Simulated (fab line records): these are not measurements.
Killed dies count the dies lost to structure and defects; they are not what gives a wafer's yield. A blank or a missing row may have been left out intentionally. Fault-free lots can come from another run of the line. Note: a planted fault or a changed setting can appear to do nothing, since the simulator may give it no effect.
Chamber matching | flow n5 finfet | N5_BEOL_M5_DEP_56 on pecvd-02: 3 sister chambers
The step deposits SiCN from 3MS/NH3, target thk 8 nm, time 14 s. 3 wafers are shown with their chamber, then 6 later ones without.

## EACH WAFER AND ITS CHAMBER
wafer  | chamber | throttle valve pct (%)
L135.6 | 1       | 9.5
L147.2 | 0       | 9.7
L147.4 | 2       | 8.9

## WAFERS WITH NO CHAMBER GIVEN
wafer  | throttle valve pct (%)
L147.5 | 9.6
L149.2 | 8.8
L149.3 | 9.7
L149.6 | 9.6
L150.2 | 8.6
L150.6 | 9.5

## CHAMBER TAKEN BY EACH
wafer  | from the rows above     | in truth
L147.5 | can't be placed: 0 or 1 | 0
L149.2 | 2                       | 2
L149.3 | can't be placed: 0 or 1 | 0
L149.6 | can't be placed: 0 or 1 | 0
L150.2 | 2                       | 2
L150.6 | can't be placed: 1 or 0 | 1
2 of 6 placed correctly. Not placeable from these rows: 4 (in 4, the candidates include the true chamber). 0 placed wrongly.
How it was worked out, from the rows above alone: a wafer's distance from a chamber is the root of the sum, over the readings, of the square of ((its reading less the chamber's mean) divided by the reading's scatter). The wafer belongs to the nearest chamber; if the next one is less than 2 further off, it can't be placed. For every chamber, the mean is computed from those of its wafers that are shown. The scatter: with one shown wafer a chamber, the root of the mean of the squares of how far each hidden wafer lies from its nearest shown one.
